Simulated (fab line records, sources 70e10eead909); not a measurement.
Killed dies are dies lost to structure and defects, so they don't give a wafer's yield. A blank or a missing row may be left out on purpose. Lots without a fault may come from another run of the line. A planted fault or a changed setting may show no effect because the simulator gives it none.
Which tool did it? | flow nand_harc | 12 lots, 36 wafers sampled, at 4 steps of a route of 1159

WHAT THE GAUGES READ, wafer by wafer
The record holds no reading of a measuring or inspecting step that can be judged against a usual standard deviation.

WHICH TOOL RAN EACH LOT (tool, then ch and the chambers of the sampled wafers, then the start)
lot  | NHARC_P_STI_ETCH_42               | NHARC_P_GATE_ETCH_32            | NHARC_P_GATE_ETCHBACK_37                      | NHARC_P_GATE_STRIP_111
L134 | rie_diel-07 ch 2,3, day 2 19:14   | rie_si-01 ch 0,3, day 4 20:16   | rie_diel-03 ch 1,2, day 5 08:34 or earlier    | plasma_asher-02 ch 0,1, day 5 08:34
L136 | rie_diel-06 ch 0,1,3, day 3 02:23 | rie_si-02 ch 0,2, day 5 11:01   | rie_diel-11 ch 1,2,3, day 5 22:37 or earlier  | plasma_asher-01 ch 0,1, day 5 22:37
L137 | rie_diel-06 ch 0,3, day 3 11:16   | rie_si-02 ch 2,3, day 5 15:27   | rie_diel-03 ch 0,1, day 6 03:13 or earlier    | plasma_asher-02 ch 0,1, day 6 03:13
L138 | rie_diel-01 ch 0,1,2, day 3 18:37 | rie_si-01 ch 0,3, day 6 01:41   | rie_diel-11 ch 0,1, day 6 13:27 or earlier    | plasma_asher-01 ch 0,1, day 6 13:27
L140 | rie_diel-01 ch 2,3, day 4 07:22   | rie_si-06 ch 1,2,3, day 6 11:05 | rie_diel-03 ch 0,1, day 6 23:21 or earlier    | plasma_asher-01 ch 0,1, day 6 23:21
L142 | rie_diel-01 ch 0,2,3, day 4 19:30 | rie_si-01 ch 1,2, day 7 05:48   | rie_diel-03 ch 0,1, day 7 17:56 or earlier    | plasma_asher-02 ch 0,1, day 7 17:56
L144 | rie_diel-07 ch 2,3, day 5 04:57   | rie_si-01 ch 0,1, day 7 22:47   | rie_diel-03 ch 0,2,3, day 8 16:11 or earlier  | plasma_asher-01 ch 0,1, day 8 16:11
L146 | rie_diel-06 ch 0,1,3, day 5 19:46 | rie_si-01 ch 0,1, day 7 21:55   | rie_diel-03 ch 0,1, day 8 09:51 or earlier    | plasma_asher-01 ch 0,1, day 8 09:51
L150 | rie_diel-01 ch 0,3, day 6 17:17   | rie_si-01 ch 0,1, day 8 22:54   | rie_diel-11 ch 0,2, day 9 12:08 or earlier    | plasma_asher-02 ch 0,1, day 9 12:08
L152 | rie_diel-01 ch 0,2,3, day 7 05:10 | rie_si-02 ch 0,2,3, day 9 09:22 | rie_diel-04 ch 0,1,3, day 9 21:02 or earlier  | plasma_asher-01 ch 0,1, day 9 21:02
L154 | rie_diel-01 ch 0,2, day 7 17:10   | rie_si-06 ch 0,1,2, day 9 21:59 | rie_diel-04 ch 0,1,2, day 10 09:46 or earlier | plasma_asher-01 ch 0, day 10 09:46
L156 | rie_diel-07 ch 0,2,3, day 8 08:31 | rie_si-01 ch 2,3, day 10 12:17  | rie_diel-03 ch 0,2, day 11 00:15 or earlier   | plasma_asher-02 ch 0,1, day 11 00:15
- NHARC_P_STI_ETCH_42: etches the open film in N2/H2, target depth 80 nm, overetch 24 nm, time 61 s.
- NHARC_P_GATE_ETCH_32: etches the open film in HBr/Cl2, target depth 150 nm, time 100.1 s.
- NHARC_P_GATE_ETCHBACK_37: etches the open film in CHF3/O2, target depth 34.5 nm, time 17.2 s.
- NHARC_P_GATE_STRIP_111: strips in N2/H2, time 250 s.

WHAT THE TOOLS THEMSELVES READ (means of the sampled wafers that have a number; where no wafer has one, the mark that the record gives instead)
NHARC_P_STI_ETCH_42. Usual: drypump_motor_current_A 5.6 A, standard deviation 0.45; oes_product_au 1.002 a.u., standard deviation 0.0071; rf_vpp_V 431.5 V, standard deviation 2.2; showerhead_plenum_p_Torr 2.08 Torr, standard deviation 0.079; throttle_valve_pct 14.171 %, standard deviation 0.0093.
lot  | tool        | drypump_motor_current_A (A) | oes_product_au (a.u.) | rf_vpp_V (V) | showerhead_plenum_p_Torr (Torr) | throttle_valve_pct (%) | flag
L134 | rie_diel-07 | 5.5                         | 1.007                 | 432.8        | 2.08                            | 14.175                 |
L136 | rie_diel-06 | 5.3                         | 0.991                 | 429.6        | 2.02                            | 14.167                 |
L137 | rie_diel-06 | 5.0                         | 1.009                 | 430.7        | 2.06                            | 14.165                 |
L138 | rie_diel-01 | 5.4                         | 1.006                 | 433.6        | 2.15                            | 14.168                 |
L140 | rie_diel-01 | 5.4                         | 1.005                 | 434.4        | 2.16                            | 14.166                 |
L142 | rie_diel-01 | 5.4                         | 1.005                 | 433.6        | 2.16                            | 14.177                 |
L144 | rie_diel-07 | 5.3                         | 1.011                 | 431.8        | 2.11                            | 14.173                 |
L146 | rie_diel-06 | 5.3                         | 1.005                 | 430.1        | 2.02                            | 14.176                 |
L150 | rie_diel-01 | 5.5                         | 1.006                 | 432.1        | 2.15                            | 14.174                 |
L152 | rie_diel-01 | 5.4                         | 0.950                 | 433.6        | 2.16                            | 14.177                 | OFF
L154 | rie_diel-01 | 5.5                         | 0.909                 | 433.9        | 2.20                            | 14.177                 | OFF
L156 | rie_diel-07 | 5.7                         | 1.000                 | 431.5        | 2.08                            | 14.182                 |

NHARC_P_GATE_ETCH_32. Usual: drypump_motor_current_A 5.7 A, standard deviation 0.49; oes_product_au 0.997 a.u., standard deviation 0.0074; throttle_valve_pct 26.407 %, standard deviation 0.0092.
lot  | tool      | drypump_motor_current_A (A) | oes_product_au (a.u.) | throttle_valve_pct (%) | flag
L134 | rie_si-01 | 5.5                         | 0.996                 | 26.409                 |
L136 | rie_si-02 | 5.6                         | 0.997                 | 26.412                 |
L137 | rie_si-02 | 6.2                         | 1.007                 | 26.409                 |
L138 | rie_si-01 | 5.5                         | 0.988                 | 26.408                 |
L140 | rie_si-06 | 5.7                         | 1.010                 | 26.413                 |
L142 | rie_si-01 | 6.1                         | 1.002                 | 26.409                 |
L144 | rie_si-01 | 5.8                         | 0.994                 | 26.407                 |
L146 | rie_si-01 | 5.6                         | 0.993                 | 26.403                 |
L150 | rie_si-01 | 5.8                         | 1.000                 | 26.405                 |
L152 | rie_si-02 | 5.6                         | 1.004                 | 26.401                 |
L154 | rie_si-06 | 5.9                         | 0.992                 | 26.409                 |
L156 | rie_si-01 | 5.8                         | 0.988                 | 26.408                 |

NHARC_P_GATE_ETCHBACK_37. Usual: drypump_motor_current_A 5.6 A, standard deviation 0.37; o2_flow_sccm 9.999 sccm, standard deviation 0.029; oes_product_au 0.95 a.u., standard deviation 0.038; rf_vpp_V 371.8 V, standard deviation 2.3; showerhead_plenum_p_Torr 2.46 Torr, standard deviation 0.097; throttle_valve_pct 20.573 %, standard deviation 0.0086.
lot  | tool        | drypump_motor_current_A (A) | o2_flow_sccm (sccm) | oes_product_au (a.u.) | rf_vpp_V (V) | showerhead_plenum_p_Torr (Torr) | throttle_valve_pct (%) | flag
L134 | rie_diel-03 | 5.5                         | 9.992               | 0.99                  | 374.4        | 2.55                            | 20.572                 |
L136 | rie_diel-11 | 5.8                         | 10.011              | 0.99                  | 373.4        | 2.52                            | 20.571                 |
L137 | rie_diel-03 | 5.5                         | 9.979               | 0.92                  | 370.0        | 2.38                            | 20.569                 |
L138 | rie_diel-11 | 5.4                         | 9.977               | 0.92                  | 370.5        | 2.43                            | 20.580                 |
L140 | rie_diel-03 | 5.5                         | 9.987               | 0.92                  | 369.1        | 2.38                            | 20.572                 |
L142 | rie_diel-03 | 5.5                         | 9.981               | 0.92                  | 372.2        | 2.47                            | 20.578                 |
L144 | rie_diel-03 | 5.7                         | 10.018              | 1.00                  | 371.3        | 2.42                            | 20.568                 |
L146 | rie_diel-03 | 5.5                         | 10.005              | 0.91                  | 370.0        | 2.38                            | 20.577                 |
L150 | rie_diel-11 | 5.6                         | 10.000              | 1.01                  | 372.2        | 2.47                            | 20.571                 |
L152 | rie_diel-04 | 5.7                         | 10.011              | 1.01                  | 371.2        | 2.43                            | 20.572                 |
L154 | rie_diel-04 | 5.5                         | 9.993               | 0.93                  | 370.8        | 2.40                            | 20.574                 |
L156 | rie_diel-03 | 5.4                         | 10.023              | 1.00                  | 370.1        | 2.34                            | 20.567                 |

NHARC_P_GATE_STRIP_111. Usual: drypump_motor_current_A 6.0 A, standard deviation 0.31; heater_power_w 84.3 W, standard deviation 2.6; rf_refl_power_W 17.1 W, standard deviation 3.
lot  | tool            | drypump_motor_current_A (A) | heater_power_w (W) | rf_refl_power_W (W) | flag
L134 | plasma_asher-02 | 6.5                         | 82.0               | 19.5                |
L136 | plasma_asher-01 | 5.8                         | 85.8               | 14.8                |
L137 | plasma_asher-02 | 6.2                         | 82.5               | 17.7                |
L138 | plasma_asher-01 | 5.8                         | 86.7               | 16.7                |
L140 | plasma_asher-01 | 5.8                         | 85.7               | 15.6                |
L142 | plasma_asher-02 | 6.4                         | 82.7               | 19.4                |
L144 | plasma_asher-01 | 5.9                         | 86.2               | 14.7                |
L146 | plasma_asher-01 | 5.8                         | 86.4               | 15.2                |
L150 | plasma_asher-02 | 6.2                         | 81.9               | 18.0                |
L152 | plasma_asher-01 | 5.9                         | 83.9               | 16.9                |
L154 | plasma_asher-01 | 5.9                         | 86.7               | 13.6                |
L156 | plasma_asher-02 | 6.1                         | 81.7               | 17.3                |

THE ANSWER, worked out from the rows above alone
Rule: a lot is off if the mean of its wafers that have a number lies more than 3 standard deviations from the usual mean. A lot without any number at a reading at which 4 lots or more have one is off too. The other lots that the step has rows for count as sound. The gauges are gone through in route order, then the tools' own readings, and for those a lot's mean is taken as printed above. The first step at which some lot is off is used, and at that step the reading that is off furthest; a lot without a number counts as furthest.
Off: L152, L154, at NHARC_P_STI_ETCH_42 (oes_product_au).
A tool fits if, at that step or a process step before it, it ran every lot that is off, and no sound lot after the first of them. One fits: rie_diel-01 at NHARC_P_STI_ETCH_42. Its last sound lot is L150 (day 6 17:17), its first lot that is off L152 (day 7 05:10): a fault that began between those two fits.
The tool's own readings at NHARC_P_STI_ETCH_42 bear it out: on the lots that are off they differ by more than 5 times the standard deviation of the sound lots' means. oes_product_au reads 0.929 a.u. there against 1.004 a.u. on the sound lots.

WHAT THE SIMULATOR HAD PUT IN
Process parameter drift: rie_diel-01, from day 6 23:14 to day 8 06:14, at NHARC_P_STI_ETCH_42. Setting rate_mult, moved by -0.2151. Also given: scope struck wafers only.
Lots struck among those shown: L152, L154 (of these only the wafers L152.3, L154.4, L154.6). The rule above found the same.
